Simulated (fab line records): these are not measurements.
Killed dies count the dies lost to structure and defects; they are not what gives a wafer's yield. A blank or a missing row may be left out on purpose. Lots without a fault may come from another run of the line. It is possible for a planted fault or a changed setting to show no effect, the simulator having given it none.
What tool caused it? + flow n5Finfet + 10 lots with 28 wafers sampled at 5 steps, on a route of 1938 steps

## WHAT EACH GAUGE READ, for each wafer
N5_MOL_CONTACT_COAG_THK_MEAS_29. Usual: for MD_CAP_THK the level is 17.93 nm and the standard deviation is 0.068.
| lot  | measured     | on           | MD_CAP_THK (nm)   | flag |
|------|--------------|--------------|-------------------|------|
| L958 | day 5 09:58  | filmMetro-01 | 18.02 17.89 17.97 |      |
| L959 | day 5 18:18  | filmMetro-02 | 17.86 17.95 17.89 |      |
| L965 | day 7 09:27  | filmMetro-01 | 17.94 17.84       |      |
| L966 | day 7 11:50  | filmMetro-01 | 17.90 17.95 18.01 |      |
| L967 | day 7 21:47  | filmMetro-02 | 17.88 18.00       |      |
| L973 | day 9 05:39  | filmMetro-02 | 17.94 17.88 17.87 |      |
| L975 | day 9 18:52  | filmMetro-01 | 18.04 18.06 17.95 |      |
| L976 | day 10 00:03 | filmMetro-01 | 17.92 17.95 17.90 |      |
| L977 | day 10 11:13 | filmMetro-01 | 17.98 17.86 17.97 |      |
| L979 | day 11 00:50 | filmMetro-02 | 17.85 17.78 17.84 |      |

N5_MOL_CONTACT_COAG_CD_MEAS_40 targets a cd of 25.1 nm. Usual: 25.15 nm for cdNm, sd 0.24.
| lot  | measured     | on       | cdNm (nm)         | flag |
|------|--------------|----------|-------------------|------|
| L958 | day 5 12:50  | cdSem-02 | 25.21 25.39 25.38 |      |
| L959 | day 5 20:40  | cdSem-03 | 24.82 25.25 24.90 |      |
| L965 | day 7 12:02  | cdSem-02 | 25.33 25.26       |      |
| L966 | day 7 14:20  | cdSem-03 | 25.13 25.04 25.19 |      |
| L967 | day 8 00:02  | cdSem-03 | 25.13 25.00       |      |
| L973 | day 9 08:04  | cdSem-03 | 24.92 24.85 25.28 |      |
| L975 | day 9 21:01  | cdSem-03 | 25.01 25.15 25.52 |      |
| L976 | day 10 02:41 | cdSem-03 | 25.11 25.23 25.21 |      |
| L977 | day 10 14:08 | cdSem-03 | 25.20 25.02 24.92 |      |
| L979 | day 11 03:48 | cdSem-01 | 25.17 25.17 25.38 |      |

N5_BEOL_M4_RC_MEAS_101. Usual: DIBL_N 36.4 mV/V, standard deviation 1.4; DIBL_P 36.3 mV/V, standard deviation 1.8; IOFF_N 0.163 nA/um, standard deviation 0.024; IOFF_P 0.21 nA/um, standard deviation 0.034; ION_N 673 uA/um, standard deviation 11; ION_P 461 uA/um, standard deviation 7.4; SS_N 71.6 mV/dec, standard deviation 0.52; SS_P 73.3 mV/dec, standard deviation 0.58; VT_N 249.4 mV, standard deviation 2.5; VT_P -250 mV, standard deviation 3.5.
| lot  | measured     | on        | DIBL_N (mV/V)  | DIBL_P (mV/V)  | IOFF_N (nA/um)    | IOFF_P (nA/um) | ION_N (uA/um) | ION_P (uA/um) | SS_N (mV/dec)  | SS_P (mV/dec)  | VT_N (mV)         | VT_P (mV)      | flag |
|------|--------------|-----------|----------------|----------------|-------------------|----------------|---------------|---------------|----------------|----------------|-------------------|----------------|------|
| L958 | day 8 07:10  | prober-01 | 37.2 37.2 37.5 | 38.0 37.4 38.2 | 0.170 0.169 0.181 | 0.25 0.24 0.24 | 663 668 666   | 456 462 459   | 71.9 71.2 71.9 | 73.8 73.4 73.8 | 245.9 249.0 246.9 | -246 -248 -248 |      |
| L959 | day 8 18:12  | prober-02 | 36.8 36.2 35.0 | 37.2 36.3 35.3 | 0.173 0.167 0.147 | 0.19 0.19 0.17 | 674 685 668   | 449 455 453   | 71.8 71.4 71.9 | 73.8 72.5 72.8 | 246.7 246.7 251.3 | -254 -254 -254 |      |
| L965 | day 10 09:15 | prober-01 | 36.0 35.0      | 35.9 34.5      | 0.159 0.145       | 0.20 0.18      | 652 659       | 450 446       | 72.2 71.7      | 73.1 73.3      | 250.4 254.1       | -250 -253      |      |
| L966 | day 10 02:36 | prober-02 | 37.4 37.1 35.2 | 37.7 37.6 35.3 | 0.189 0.195 0.146 | 0.24 0.24 0.20 | 675 708 686   | 464 472 470   | 71.9 71.1 71.2 | 73.2 73.7 73.1 | 245.7 246.1 252.9 | -250 -247 -251 |      |
| L967 | day 10 13:23 | prober-01 | 35.7 33.0      | 34.9 31.1      | 0.144 0.109       | 0.19 0.15      | 675 673       | 463 466       | 71.9 71.1      | 73.3 72.8      | 249.2 252.5       | -254 -255      |      |
| L973 | day 12 02:36 | prober-01 | 36.4 34.9 35.2 | 37.2 35.6 36.2 | 0.175 0.147 0.153 | 0.22 0.19 0.19 | 676 683 682   | 461 465 468   | 71.5 70.5 70.8 | 73.4 72.6 72.1 | 248.3 248.1 249.0 | -248 -251 -251 |      |
| L975 | day 12 19:30 | prober-02 | 37.2 36.8 36.7 | 37.3 36.7 37.1 | 0.153 0.150 0.156 | 0.21 0.20 0.21 | 674 665 679   | 457 459 463   | 72.6 71.8 71.8 | 73.9 73.5 73.9 | 250.4 252.3 251.0 | -250 -251 -253 |      |
| L976 | day 12 22:25 | prober-01 | 39.8 38.6 38.2 | 39.1 37.8 37.4 | 0.201 0.186 0.171 | 0.26 0.25 0.23 | 667 684 666   | 458 467 463   | 71.8 71.5 71.7 | 74.0 73.6 73.3 | 250.8 249.1 248.9 | -245 -245 -247 |      |
| L977 | day 13 15:14 | prober-02 | 35.1 36.0 35.1 | 34.8 35.2 35.0 | 0.137 0.146 0.142 | 0.19 0.20 0.20 | 665 666 662   | 460 455 456   | 70.9 71.1 70.9 | 73.0 72.9 72.6 | 250.8 251.1 248.0 | -250 -250 -248 |      |
| L979 | day 13 18:05 | prober-01 | 37.4 40.3 36.6 | 35.5 38.7 33.9 | 0.158 0.217 0.146 | 0.23 0.30 0.22 | 674 691 656   | 466 465 458   | 71.0 72.4 71.6 | 73.2 73.9 72.1 | 249.3 245.3 254.2 | -247 -242 -247 |      |

## WHAT TOOL EACH LOT RAN ON (gives the tool, then ch and the chambers of the sampled wafers, and finally the start)
| lot  | N5_MOL_CONTACT_COAG_VIA_ETCH_46   | N5_MOL_CONTACT_COAG_ETCH_124      |
|------|-----------------------------------|-----------------------------------|
| L958 | rieDiel-04 ch 0,1, day 5 12:05    | rieDiel-04 ch 1,2, day 5 13:38    |
| L959 | rieDiel-06 ch 0,2, day 5 19:55    | rieDiel-06 ch 1,2,3, day 5 21:20  |
| L965 | rieDiel-04 ch 2,3, day 7 11:23    | rieDiel-06 ch 0,2, day 7 12:40    |
| L966 | rieDiel-03 ch 0,2, day 7 13:18    | rieDiel-06 ch 1,2,3, day 7 15:01  |
| L967 | rieDiel-04 ch 2,3, day 7 23:24    | rieDiel-06 ch 1,2, day 8 00:55    |
| L973 | rieDiel-04 ch 0,1,2, day 9 07:22  | rieDiel-03 ch 0,1,3, day 9 08:43  |
| L975 | rieDiel-03 ch 2,3, day 9 20:21    | rieDiel-04 ch 0,1,3, day 9 21:38  |
| L976 | rieDiel-06 ch 0,3, day 10 01:40   | rieDiel-03 ch 0,2,3, day 10 03:19 |
| L977 | rieDiel-04 ch 0,1,3, day 10 13:21 | rieDiel-03 ch 1,2, day 10 14:45   |
| L979 | rieDiel-04 ch 0,1, day 11 03:01   | rieDiel-03 ch 0,2,3, day 11 04:25 |
- N5_MOL_CONTACT_COAG_VIA_ETCH_46: etches SiO2 in C4F6/O2, target depth 46 nm, overetch 9.2 nm, time 40 s.
- N5_MOL_CONTACT_COAG_ETCH_124: etches SiNx in CH3F/O2, stops on SiOC, target depth 6.5 nm.

## AS READ BY THE TOOLS THEMSELVES (means over the sampled wafers that have a number; for cases with no such wafer, the mark the record gives instead)
N5_MOL_CONTACT_COAG_VIA_ETCH_46. Usual: drypumpMotorCurrentA 5.5 A, standard deviation 0.38; oesProductAu 0.73 a.u., standard deviation 0.077; rfFwdPowerW 323.0 W, standard deviation 1.2; rfVppV 1589 V, standard deviation 16; showerheadPlenumPTorr 2.88 Torr, standard deviation 0.084; throttleValvePct 40.9 %, standard deviation 0.31.
| lot  | tool       | drypumpMotorCurrentA (A) | oesProductAu (a.u.) | rfFwdPowerW (W) | rfVppV (V) | showerheadPlenumPTorr (Torr) | throttleValvePct (%) | flag |
|------|------------|--------------------------|---------------------|-----------------|------------|------------------------------|----------------------|------|
| L958 | rieDiel-04 | 5.5                      | 0.72                | 323.5           | 1590       | 2.97                         | 41.1                 |      |
| L959 | rieDiel-06 | 5.2                      | 0.72                | 323.4           | 1577       | 2.80                         | 41.0                 |      |
| L965 | rieDiel-04 | 5.6                      | 0.79                | 322.8           | 1588       | 2.89                         | 40.5                 |      |
| L966 | rieDiel-03 | 5.5                      | 0.82                | 321.9           | 1603       | 2.94                         | 40.7                 |      |
| L967 | rieDiel-04 | 5.6                      | 0.79                | 322.4           | 1585       | 2.89                         | 40.5                 |      |
| L973 | rieDiel-04 | 5.6                      | 0.78                | 323.3           | 1589       | 2.93                         | 40.9                 |      |
| L975 | rieDiel-03 | 5.7                      | 0.83                | 322.8           | 1608       | 2.94                         | 41.1                 |      |
| L976 | rieDiel-06 | 6.2                      | 0.64                | 322.9           | 1593       | 2.89                         | 41.0                 |      |
| L977 | rieDiel-04 | 5.6                      | 0.77                | 323.3           | 1588       | 2.92                         | 40.8                 |      |
| L979 | rieDiel-04 | 5.6                      | 0.77                | 324.4           | 1589       | 2.93                         | 41.0                 |      |

N5_MOL_CONTACT_COAG_ETCH_124. Usual: drypumpMotorCurrentA 5.5 A, standard deviation 0.36; oesProductAu 0.70 a.u., standard deviation 0.073; rfFwdPowerW 391.0 W, standard deviation 1.8; rfVppV 298 V, standard deviation 3.3; showerheadPlenumPTorr 2.02 Torr, standard deviation 0.064; throttleValvePct 16.25 %, standard deviation 0.29.
| lot  | tool       | drypumpMotorCurrentA (A) | oesProductAu (a.u.) | rfFwdPowerW (W) | rfVppV (V) | showerheadPlenumPTorr (Torr) | throttleValvePct (%) | flag |
|------|------------|--------------------------|---------------------|-----------------|------------|------------------------------|----------------------|------|
| L958 | rieDiel-04 | 5.7                      | 0.71                | 394.6           | 299        | 2.05                         | 16.02                |      |
| L959 | rieDiel-06 | 5.6                      | 0.67                | 390.5           | 297        | 1.98                         | 16.48                |      |
| L965 | rieDiel-06 | 5.2                      | 0.64                | 390.2           | 294        | 1.97                         | 16.34                |      |
| L966 | rieDiel-06 | 5.6                      | 0.63                | 391.8           | 297        | 1.98                         | 16.52                |      |
| L967 | rieDiel-06 | 5.2                      | 0.62                | 391.6           | 294        | 1.94                         | 16.53                |      |
| L973 | rieDiel-03 | 5.4                      | 0.72                | 390.5           | 298        | 1.99                         | 16.40                |      |
| L975 | rieDiel-04 | 5.5                      | 0.74                | 392.1           | 297        | 2.06                         | 16.17                |      |
| L976 | rieDiel-03 | 5.5                      | 0.76                | 389.1           | 299        | 2.04                         | 16.25                |      |
| L977 | rieDiel-03 | 5.5                      | 0.80                | 390.1           | 302        | 2.02                         | 15.99                |      |
| L979 | rieDiel-03 | 5.5                      | 0.74                | 390.9           | 299        | 2.04                         | 16.27                |      |

## THE ANSWER, worked out from the rows above alone
Rule: a lot is off if the mean of its wafers that have a number lies more than 3 standard deviations from the usual mean. Also off: a lot with no number at a reading for which 4 or more lots have one. The other lots that the step has rows for count as sound. The gauges are gone through in route order, then the tools' own readings, and for those a lot's mean is taken as printed above. The first step at which some lot is off is used, and at that step the reading that is off furthest; a lot without a number counts as furthest.
No lot is off on any of the readings shown, so nothing can be concluded from this.

## WHAT HAD BEEN PUT IN BY THE SIMULATOR
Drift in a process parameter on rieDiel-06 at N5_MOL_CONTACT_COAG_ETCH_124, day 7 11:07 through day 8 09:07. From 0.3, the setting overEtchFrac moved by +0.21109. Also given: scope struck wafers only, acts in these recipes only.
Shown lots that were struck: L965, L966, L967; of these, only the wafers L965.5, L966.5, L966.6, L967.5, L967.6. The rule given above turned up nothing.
